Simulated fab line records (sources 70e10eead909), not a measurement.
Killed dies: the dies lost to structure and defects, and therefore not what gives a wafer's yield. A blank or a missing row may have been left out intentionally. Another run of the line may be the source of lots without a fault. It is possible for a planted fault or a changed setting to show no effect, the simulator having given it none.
fab line records	flow nand-harc
record: lots: 6	wafers: 18	last-day: 24
route steps=1159 shown THIN_TSV@1141 END@1158
lots untouched by any fault: they come from a run of this same line in which no faults occurred
start-h: hours from the record's opening day to when the first of the lot's shown wafers began	wait-h: how many hours have passed since the lot's step before this one	" identical to the entry in the row above	L1.1+2: a single row standing in for several wafers	- no value present, or no start provided	* or withheld: withheld	< > ~ a bound
route shown NAME@n: NAME is a module with steps in the file, n the number in the route of the first one	usual: the fault-free wafers' mean and standard deviation	same: alike in all rows	chamber/n: place in a boat	sites: the reading at each site	_std_site: standard deviation across them	_edge_site: inner sites' mean taken away from outer sites' mean	radius-mm: how far each site lies from the wafer's centre	mask NAME#n: copy n	behind: the most recent tool/chamber to have shaped the wafer	hold: the reason the lot was held/the length of the hold in hours/how it ended	device: transistor that didn't switch, given as n, p or np	end of line: at the end of the route, the tests of the same wafers	a step without rows: its recipe alone	killed: not the wafer's yield, but the dies lost to structure and defects at the first sort	map: a wafer's dies, x killed, . not, _ none there
set.NAME: the setting that was run; set.NAME@STEP: the one run at that earlier step	model.NAME: the simulator's own value behind a step, which no gauge read
a table for each step, a row for each wafer; lots at some steps of the route
services: the hour from which a tool's chamber was out of use, counted from the record's first day as start-h (under 0 if before that day), plus the number of hours and why
== steps ==
step: NHARC_THIN_TSV_HMDS_26
recipe: time-s: 30
step: NHARC_THIN_TSV_COAT_27
recipe: spin-rpm: *
step: NHARC_THIN_TSV_SOFTBAKE_28
recipe: temp-c: 122	time-s: 95
step: NHARC_THIN_TSV_EBR_29
step: NHARC_THIN_TSV_EXPOSE_30
recipe: na: 0.55	dose-mj: 11.47	mask-id: PAD
step: NHARC_THIN_TSV_PEB_31
recipe: peb-temp-c: 118	peb-time-s: 85
step: NHARC_THIN_TSV_DEVELOP_32
recipe: time-s: 70
step: NHARC_THIN_TSV_CD_MEAS_33
recipe: target-cd-nm: 5000	landing-energy-ev: 500
usual: cd-nm: 5000/3.7
lot.wafer	tool	chamber	start-h	wait-h	cd-nm
L967.1	cd-sem-03	0	454.77	-	5000
L967.3	"	0	"	"	4998
L967.6	"	0	"	"	4997
L973.2	cd-sem-03	0	479.01	-	5006
L973.4	"	0	"	"	5004
L973.6	"	0	"	"	5004
L976.2	cd-sem-01	0	497.45	-	4994
L976.3	"	0	"	"	4996
L976.6	"	0	"	"	4999
L978.1	cd-sem-03	0	499.67	-	5002
L978.3	"	0	"	"	5001
L978.6	"	0	"	"	5004
L981.2	cd-sem-02	0	523.38	-	5006
L981.4	"	0	"	"	5003
L981.5	"	0	"	"	5003
L986.2	cd-sem-03	0	564.51	-	5005
L986.4	"	0	"	"	5002
L986.5	"	0	"	"	5002
step: NHARC_THIN_TSV_HARDBAKE_34
recipe: temp-c: 125	time-s: 80
step: NHARC_THIN_TSV_DESCUM_35
recipe: time-s: 3	o2-flow-sccm: 200	ar-flow-sccm: 0	bias-power-w: 0	chemistry: O2
usual: drypump-motor-current-A: 5.8/0.48	oes-product-au: 1.000/0.017	rf-vpp-V: 57.7/0.9	showerhead-plenum-p-Torr: 1.91/0.065	throttle-valve-pct: 11.311/0.0095
lot.wafer	tool	chamber	start-h	wait-h	drypump-motor-current-A	oes-product-au	rf-hours-counter-h	rf-vpp-V	showerhead-plenum-p-Torr	throttle-valve-pct
L967.1	rie-diel-06	1	454.94	-	5.3	0.999	2	56.9	1.95	11.313
L967.3	"	3	"	"	5.9	0.992	1	58.4	1.94	11.313
L967.6	"	0	"	"	5.8	1.004	-	56.0	1.81	11.315
L973.4	rie-diel-06	0	479.17	-	5.8	0.997	3	56.9	1.81	11.304
L973.2	"	3	"	"	5.8	0.998	3	58.6	1.94	11.302
L973.6	"	1	"	"	5.3	0.994	-	57.0	1.95	11.306
L976.3	rie-diel-08	2	497.60	-	6.3	1.006	1	55.4	1.85	11.292
L976.2	"	3	"	"	6.3	1.005	1	58.4	2.00	11.299
L976.6	"	2	"	"	6.3	0.996	-	56.2	1.85	11.312
L978.1	rie-diel-06	3	499.83	-	5.9	0.992	4	58.4	1.94	11.304
L978.3	"	0	"	"	5.8	0.996	5	57.3	1.81	11.315
L978.6	"	3	"	"	5.9	0.994	-	57.4	1.94	11.322
L981.4	rie-diel-08	2	523.54	-	6.3	0.996	3	57.6	1.85	11.309
L981.2	"	3	"	"	6.3	1.021	4	58.4	2.00	11.316
L981.5	"	2	"	"	6.3	0.993	-	57.9	1.85	11.327
L986.2	rie-diel-08	1	564.71	-	5.1	1.025	8	58.3	1.88	11.303
L986.4	"	2	"	"	6.3	0.986	8	58.6	1.84	11.312
L986.5	"	0	"	"	5.9	0.985	-	57.8	1.97	11.325
step: NHARC_THIN_TSV_ETCH_59
recipe: target-depth-a: 8800	icp-w: 900	bias-w: 100	Cl2_flow_sccm: 60	bcl3-flow-sccm: 30	time-s: 138.1	chemistry: Cl2/BCl3
usual: drypump-motor-current-A: 5.7/0.57	oes-product-au: 1.001/0.014	throttle-valve-pct: 22.264/0.0099
lot.wafer	tool	chamber	start-h	wait-h	drypump-motor-current-A	oes-product-au	rf-hours-counter-h	throttle-valve-pct
L967.1	rie-metal-01	0	455.06	0.1	5.3	0.977	3.4	22.253
L967.3	"	1	"	"	6.0	0.971	-	22.266
L967.6	"	1	"	"	6.0	0.982	-	22.256
L973.2	rie-metal-01	1	479.34	0.1	6.0	0.982	4.2	22.259
L973.4	"	0	"	"	5.3	0.973	-	22.260
L973.6	"	1	"	"	6.0	0.986	-	22.261
L976.2	rie-metal-03	0	497.73	0.1	4.8	0.996	1.0	22.273
L976.3	"	1	"	"	6.3	0.990	-	22.273
L976.6	"	1	"	"	6.3	0.993	-	22.261
L978.1	rie-metal-02	0	500.00	0.2	6.0	1.005	2.8	22.275
L978.3	"	1	"	"	6.0	1.007	-	22.239
L978.6	"	1	"	"	5.9	1.006	-	22.248
L981.2	rie-metal-02	0	523.72	0.2	6.0	1.007	3.5	22.277
L981.4	"	0	"	"	6.0	0.999	-	22.250
L981.5	"	1	"	"	5.9	1.004	-	22.258
L986.2	rie-metal-03	0	564.81	0.1	4.8	1.008	3.4	22.263
L986.4	"	1	"	"	6.4	1.019	-	22.251
L986.5	"	0	"	"	4.8	1.017	-	22.296
step: NHARC_THIN_TSV_ETCH_36
recipe: target-depth-a: 650	over-etch-frac: 0.3	time-s: 18.571	ion-energy-ev: 150	chemistry: Cl2/BCl3
usual: drypump-motor-current-A: 5.7/0.56	oes-product-au: 1.002/0.013
lot.wafer	tool	chamber	start-h	wait-h	drypump-motor-current-A	oes-product-au	rf-hours-counter-h
L967.1	rie-metal-01	0	455.32	0.2	5.3	0.986	3.5
L967.3	"	1	"	"	6.0	0.987	-
L967.6	"	0	"	"	5.3	0.988	-
L973.2	rie-metal-01	0	479.56	0.2	5.3	0.989	4.3
L973.4	"	1	"	"	6.0	0.991	-
L973.6	"	0	"	"	5.3	0.983	-
L976.2	rie-metal-03	1	497.99	0.2	6.3	1.013	1.2
L976.3	"	0	"	"	4.8	1.003	-
L976.6	"	1	"	"	6.3	1.011	-
L978.1	rie-metal-02	0	500.22	0.2	6.0	0.995	2.9
L978.3	"	0	"	"	6.0	0.992	-
L978.6	"	0	"	"	6.0	0.997	-
L981.2	rie-metal-02	0	523.94	0.2	6.0	0.999	3.7
L981.4	"	0	"	"	6.0	1.007	-
L981.5	"	0	"	"	6.0	1.007	-
L986.2	rie-metal-03	1	565.07	0.2	6.3	1.026	3.5
L986.4	"	0	"	"	4.8	1.010	-
L986.5	"	1	"	"	6.3	1.018	-
step: NHARC_THIN_TSV_STRIP_56
recipe: power-w: 1500	temp-c: 250	chemistry: O2
usual: drypump-motor-current-A: 6.1/0.33	heater-power-w: 313/40
lot.wafer	tool	chamber	start-h	wait-h	drypump-motor-current-A	heater-power-w	rf-hours-counter-h
L967.1	plasma-asher-02	0	455.86	0.5	5.7	264	33
L967.3	"	0	"	"	5.7	274	-
L967.6	"	0	"	"	5.7	264	-
L973.2	plasma-asher-01	0	479.71	0.1	6.5	377	6
L973.4	"	0	"	"	6.4	388	-
L973.6	"	1	"	"	6.5	327	-
L976.2	plasma-asher-01	0	498.14	0.1	6.4	377	11
L976.3	"	1	"	"	6.5	326	-
L976.6	"	0	"	"	6.4	374	-
L978.1	plasma-asher-01	1	500.32	0.1	6.5	329	11
L978.3	"	0	"	"	6.5	375	-
L978.6	"	1	"	"	6.5	334	-
L981.2	plasma-asher-01	0	524.10	0.2	6.5	382	17
L981.4	"	0	"	"	6.4	380	-
L981.5	"	1	"	"	6.5	332	-
L986.2	plasma-asher-02	0	565.22	0.1	5.7	272	9
L986.4	"	1	"	"	6.1	308	-
L986.5	"	1	"	"	6.1	301	-
step: NHARC_THIN_TSV_STRIP_57
recipe: time-s: 1200	temp-c: 72.5	chemistry: post-etch-residue-remover
step: NHARC_THIN_TSV_CD_MEAS_37
usual: cd-nm: 5001/4.6
lot.wafer	tool	chamber	start-h	wait-h	cd-nm
L967.1	cd-sem-02	-	456.61	-	5001
L967.3	"	-	"	"	5001
L967.6	"	-	"	"	4994
L973.2	cd-sem-02	-	480.47	-	5005
L973.4	"	-	"	"	5007
L973.6	"	-	"	"	5005
L976.2	cd-sem-03	-	498.89	-	4991
L976.3	"	-	"	"	4994
L976.6	"	-	"	"	5001
L978.1	cd-sem-03	-	501.11	-	5001
L978.3	"	-	"	"	5000
L978.6	"	-	"	"	5000
L981.2	cd-sem-03	-	524.85	-	5008
L981.4	"	-	"	"	5004
L981.5	"	-	"	"	5005
L986.2	cd-sem-03	-	565.96	-	5001
L986.4	"	-	"	"	5001
L986.5	"	-	"	"	4998
step: NHARC_THIN_TSV_ANNEAL_58
recipe: temp-c: 400	time-s: 1800
step: NHARC_THIN_TSV_INSPECT_40
usual: raw-defect-count: 461/76
lot.wafer	tool	chamber	start-h	wait-h	raw-defect-count
L967.1	defect-inspect-02	-	461.06	0.4	491
L967.3	"	-	"	"	405
L967.6	"	-	"	"	381
L973.2	defect-inspect-02	-	484.92	0.4	342
L973.4	"	-	"	"	460
L973.6	"	-	"	"	334
L976.2	defect-inspect-02	-	503.33	0.4	412
L976.3	"	-	"	"	406
L976.6	"	-	"	"	463
L978.1	defect-inspect-02	-	503.34	0.4	500
L978.3	"	-	"	"	1572
L978.6	"	-	"	"	476
L981.2	defect-inspect-02	-	529.29	0.4	1513
L981.4	"	-	"	"	1425
L981.5	"	-	"	"	519
L986.2	defect-inspect-01	-	570.18	0.4	619
L986.4	"	-	"	"	570
L986.5	"	-	"	"	433
step: NHARC_END_WLT_00
usual: VT_DECK1_BOTTOM: 0.875/0.0083	VT_DECK1_BOTTOM_INNER: 0.874/0.0078	VT_DECK1_MEDIAN_NEAR_BOTTOM: 0.876/0.008	VT_DECK1_MEDIAN_NEAR_BOTTOM_INNER: 0.875/0.008	VT_DECK1_MIDDLE: 0.887/0.0072	VT_DECK1_MIDDLE_INNER: 0.886/0.0073	VT_DECK1_TOP: 0.898/0.0071	VT_DECK1_TOP_INNER: 0.898/0.0071
lot.wafer	tool	chamber	start-h	wait-h	VT_DECK1_BOTTOM	VT_DECK1_BOTTOM_INNER	VT_DECK1_MEDIAN_NEAR_BOTTOM	VT_DECK1_MEDIAN_NEAR_BOTTOM_INNER	VT_DECK1_MIDDLE	VT_DECK1_MIDDLE_INNER	VT_DECK1_TOP	VT_DECK1_TOP_INNER
L967.1	prober-02	-	465.04	4.0	0.871	0.873	0.881	0.869	0.878	0.894	0.899	0.894
L967.3	"	-	"	"	0.869	0.875	0.877	0.884	0.885	0.884	0.899	0.901
L967.6	"	-	467.50	6.4	0.873	0.871	0.872	0.879	0.891	0.888	0.893	0.891
L973.2	prober-02	-	489.19	4.3	0.874	0.868	0.870	0.867	0.877	0.885	0.894	0.886
L973.4	"	-	"	"	0.880	0.875	0.881	0.878	0.882	0.885	0.889	0.894
L973.6	"	-	"	"	0.871	0.870	0.874	0.883	0.884	0.888	0.896	0.895
L976.2	prober-01	-	504.80	1.5	0.866	0.872	0.865	0.873	0.887	0.882	0.889	0.885
L976.3	"	-	"	"	0.866	0.857	0.859	0.863	0.881	0.874	0.888	0.886
L976.6	"	-	506.78	3.5	0.866	0.871	0.871	0.866	0.879	0.880	0.889	0.879
L978.1	prober-02	-	511.99	8.6	0.892	0.882	0.893	0.884	0.896	0.895	0.907	0.913
L978.3	"	-	"	"	0.877	0.883	0.876	0.886	0.906	0.899	0.913	0.912
L978.6	"	-	514.48	11.1	0.890	0.886	0.881	0.886	0.890	0.903	0.906	0.910
L981.2	prober-01	-	529.84	0.5	0.883	0.890	0.883	0.875	0.890	0.887	0.899	0.903
L981.4	"	-	530.85	1.6	0.876	0.875	0.883	0.874	0.886	0.888	0.898	0.903
L981.5	"	-	"	"	0.865	0.870	0.881	0.870	0.888	0.881	0.896	0.903
L986.2	prober-01	-	570.73	0.5	0.869	0.868	0.864	0.875	0.882	0.885	0.897	0.893
L986.4	"	-	"	"	0.883	0.873	0.882	0.874	0.890	0.891	0.896	0.890
L986.5	"	-	"	"	0.862	0.866	0.881	0.873	0.885	0.882	0.893	0.892
step: NHARC_END_SORT_01
recipe: temp-c: 25
usual: defect-limited-yield: 95.7/1.5	killed-at-array: 25/10	killed-at-other: 0.6/0.91	killed-at-periphery: 3.6/2.9	killed-dies: 29/10	killed-open: 3.3/2	killed-short: 1.9/1.5	sort_bin_2_pct: 1.3/0.61	sort_bin_3_pct: 0.26/0.19	sort_bin_4_pct: 2.7/1	sort-n-pass: 648/10	sort-rim-yield-pct: 94/3.2	sort-yield-pct: 95.7/1.5
same: gross-dies: 677	sort_bin_5_pct[%]: 0	sort_bin_6_pct[%]: 0	sort_bin_7_pct[%]: 0	sort_bin_8_pct[%]: 0	sort-rim-n-gross: 106.00
lot.wafer	tool	chamber	start-h	wait-h	defect-limited-yield[%]	killed-at-array	killed-at-other	killed-at-periphery	killed-dies	killed-open	killed-short	sort_bin_2_pct[%]	sort_bin_3_pct[%]	sort_bin_4_pct[%]	sort-n-pass	sort-rim-yield-pct[%]	sort-yield-pct[%]
L967.1	prober-02	0	467.99	2.5	97.0	17	0	3	20	1	1	0.6	0.44	1.9	657	96	97.0
L967.3	prober-02	0	469.60	3.1	97.3	17	0	1	18	7	2	1.0	0	1.6	659	96	97.3
L967.6	prober-02	0	472.02	4.0	98.1	11	1	1	13	1	1	0.7	0	1.2	664	99	98.1
L973.2	prober-02	0	492.45	2.8	96.0	25	0	2	27	3	0	1.5	0	2.5	650	94	96.0
L973.4	prober-02	0	494.04	3.4	96.2	23	0	3	26	3	2	1.2	0	2.7	651	95	96.2
L973.6	prober-02	0	495.64	4.0	95.9	27	0	1	28	3	2	1.2	0	3.0	649	96	95.9
L978.3	prober-02	0	516.56	3.1	85.7	9	84	4	97	7	2	5.9	5.32	3.1	580	85	85.7
L981.2	prober-01	0	533.15	2.8	82.0	20	86	16	122	1	1	7.8	4.43	5.8	555	80	82.0
L981.4	prober-01	0	534.75	3.4	83.5	15	87	10	112	3	2	5.9	5.17	5.5	565	82	83.5
L986.2	prober-01	0	574.01	2.8	95.7	19	0	10	29	2	2	1.0	0.30	3.0	648	96	95.7
L986.4	prober-01	0	575.61	3.4	96.9	19	1	1	21	1	2	0.4	0.15	2.5	656	93	96.9
L986.5	prober-01	0	576.41	3.7	97.0	16	1	3	20	5	0	1.2	0.15	1.6	657	94	97.0
killed by level:class
L967.1 A_SLIT:chamber-film-flake=12 P_STI:chamber-film-flake=2 A_CHANNEL_HOLE_D1:chamber-film-flake=2 P_GATE:geometric-particle:short=1 A_SOURCE_PLATE:geometric-particle:open=1 A_WL_FILL:chamber-film-flake=1 A_CONTACT:chamber-film-flake=1
L967.3 A_SLIT:chamber-film-flake=7 A_CONTACT:geometric-particle:open=3 A_WL_FILL:geometric-particle:short=2 A_BLC:geometric-particle:open=2 A_CONTACT:chamber-film-flake=2 P_M1:geometric-particle:open=1 A_CHANNEL_HOLE_D1:geometric-particle:open=1
L967.6 A_CONTACT:chamber-film-flake=4 A_CHANNEL_HOLE_D1:chamber-film-flake=2 A_SLIT:chamber-film-flake=2 A_WL_FILL:geometric-particle:short=1 A_M1:geometric-particle:open=1 P_STI:chamber-film-flake=1 A_STAIRCASE:chamber-film-flake=1 THIN_TSV:chamber-film-flake=1
L973.2 A_SLIT:chamber-film-flake=13 A_CONTACT:chamber-film-flake=6 A_CHANNEL_HOLE_D1:chamber-film-flake=3 P_CONTACT:geometric-particle:open=1 A_SOURCE_PLATE:geometric-particle:open=1 A_WL_FILL:geometric-particle:open=1 P_CONTACT:chamber-film-flake=1 A_STAIRCASE:chamber-film-flake=1
L973.4 A_SLIT:chamber-film-flake=14 A_CHANNEL_HOLE_D1:chamber-film-flake=2 A_STAIRCASE:chamber-film-flake=2 A_CONTACT:chamber-film-flake=2 P_STI:geometric-particle:open=1 P_M1:geometric-particle:short=1 A_SOURCE_PLATE:geometric-particle:open=1 A_WL_FILL:geometric-particle:short=1
L973.6 A_SLIT:chamber-film-flake=12 A_CONTACT:chamber-film-flake=6 A_CHANNEL_HOLE_D1:chamber-film-flake=3 A_STAIRCASE:chamber-film-flake=2 P_M1:geometric-particle:short=1 A_WL_FILL:geometric-particle:open=1 A_CONTACT:geometric-particle:open=1 A_M0:geometric-particle:open=1
L978.3 THIN_TSV:unspecified=83 A_CONTACT:geometric-particle:open=2 P_CONTACT:geometric-particle:open=1 P_M1:geometric-particle:open=1 A_CHANNEL_HOLE_D1:geometric-particle:short=1 A_CHANNEL_FILL_D1:geometric-particle:open=1 A_WL_FILL:geometric-particle:short=1 A_M0:geometric-particle:open=1
L981.2 THIN_TSV:unspecified=86 P_ZERO_WELL:chamber-film-flake=13 A_CHANNEL_HOLE_D1:chamber-film-flake=5 A_STAIRCASE:chamber-film-flake=5 A_CONTACT:chamber-film-flake=5 P_M2:chamber-film-flake=3 A_ZERO_WELL:chamber-film-flake=2 A_CONTACT:geometric-particle:open=1
L981.4 THIN_TSV:unspecified=87 P_ZERO_WELL:chamber-film-flake=7 A_CHANNEL_HOLE_D1:chamber-film-flake=6 P_GATE:chamber-film-flake=3 A_CONTACT:geometric-particle:open=2 A_STAIRCASE:chamber-film-flake=2 A_CONTACT:chamber-film-flake=2 A_WL_FILL:geometric-particle:short=1
L986.2 A_CHANNEL_HOLE_D1:chamber-film-flake=9 P_GATE:chamber-film-flake=7 A_WL_FILL:chamber-film-flake=3 A_CONTACT:chamber-film-flake=3 A_CONTACT:geometric-particle:open=2 P_M0:chamber-film-flake=2 P_M0:geometric-particle:short=1 A_SGD_CUT:geometric-particle:short=1
L986.4 A_CHANNEL_HOLE_D1:chamber-film-flake=8 A_CONTACT:chamber-film-flake=4 A_STAIRCASE:chamber-film-flake=3 A_CHANNEL_HOLE_D1:geometric-particle:short=1 A_SGD_CUT:geometric-particle:open=1 A_M1:geometric-particle:short=1 P_GATE:chamber-film-flake=1 A_WL_FILL:chamber-film-flake=1
L986.5 A_CHANNEL_HOLE_D1:chamber-film-flake=8 P_GATE:chamber-film-flake=3 A_CONTACT:chamber-film-flake=3 A_BLC:geometric-particle:open=2 A_M0:geometric-particle:open=1 A_M1:geometric-particle:open=1 STARTING-WAFER:geometric-particle:open=1 A_WL_FILL:chamber-film-flake=1
map L978.3 (x killed, . not)
____________.____________
_________......._________
_______......x...._______
______.............______
_____........x......_____
____....x............____
____................x____
___...................___
___...................___
__.....................__
__.....................__
_......................._
_..x...................._
_......................._
_......................._
_......................._
.........................
.........................
..........x........x.....
..........x..............
.........................
_..............x........_
_......................._
_......................._
_..............x.......x_
_.............x.x......._
__.......x.xxxxxxx.....__
__.........xxxxxx.x..x.__
___.........xxxxxxx...___
___...x....xxxxxxxx...___
____......xxxxxxxxxx.____
____.....x.xxxxxxxx..____
_____....x.xxxxxxxxx_____
______....xxxxxxxxx______
_______....xxxxxxx_______
_________.xxxxxx_________
____________x____________
map L981.2 (x killed, . not)
____________.____________
_________x......_________
_______..........._______
______.....x.......______
_____..............._____
____.......x.........____
____....x..x.........____
___...........x...x...___
___....x.x............___
__.....................__
__.......x.............__
_x............x........._
_..........x............_
_......x.x.............._
_.x..............x....x._
_x......................_
.........................
x........................
.x.......................
..x...............x......
.........................
_.............x........._
_..............x.....x.._
_......................._
_..............x........_
_.........x...xxx......._
__....x......xxxxxx..x.__
__.....x...xxxxxxxx....__
___........xxxxxxx.x..___
___x...x..xxxxxxxxxxx.___
____.......xxxxxxxxx.____
____x.....xxxxxxxxxxx____
_____.....xxxxxxxxx._____
______x...xxxxxxxxx______
_______....xxxxxxx_______
_________..xxxxx_________
____________x____________
== services ==
tool	chamber	start-h	hours	kind
rie-diel-06	3	442.27	10.6	repair
rie-diel-08	0	447.31	7.7	repair
rie-metal-03	-	453.00	9.0	pm
rie-metal-03	0	453.00	9.0	vent-cycle
rie-metal-03	1	453.00	9.0	vent-cycle
plasma-asher-01	-	453.05	9.0	pm
plasma-asher-01	0	453.05	9.0	vent-cycle
plasma-asher-01	1	453.05	9.0	vent-cycle
rie-metal-03	0	462.00	-	clean
rie-metal-03	1	462.00	-	clean
plasma-asher-01	0	462.05	-	clean
plasma-asher-01	1	462.05	-	clean
rie-diel-08	-	478.80	9.0	pm
rie-metal-02	1	492.98	2.1	repair
rie-metal-01	-	509.00	9.0	pm
rie-metal-01	0	509.00	9.0	vent-cycle
rie-diel-08	1	516.01	2.6	repair
rie-metal-01	1	519.81	15.0	repair
plasma-asher-02	-	537.02	9.0	pm
rie-diel-08	3	547.34	1.5	repair
plasma-asher-01	-	548.32	18.6	repair
rie-diel-06	1	549.66	2.9	repair
rie-diel-06	0	553.68	15.1	repair
rie-metal-02	-	565.00	9.0	pm
== key ==
first-sign: step: NHARC_THIN_TSV_INSPECT_40	reading: raw-defect-count	direction: up	sigmas: 14	usual: 461	struck: 1503
effect: step: NHARC_END_SORT_01	reading: killed-at-other	direction: up	sigmas: 85	usual: 0.6	struck: 85.7
more-kills-born-at: NHARC_THIN_TSV_STRIP_56@plasma-asher-01: 256
met-at NHARC_THIN_TSV_STRIP_56
struck-wafers L978.3,L981.2,L981.4
onset-between 498.14 500.32
fault: kind: chamber-particle-source	tool: plasma-asher-01	chamber: 0	onset-h: 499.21	steps: NHARC_THIN_TSV_STRIP_56	rate-per-visit-cm2: 1.5566	end-h: 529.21
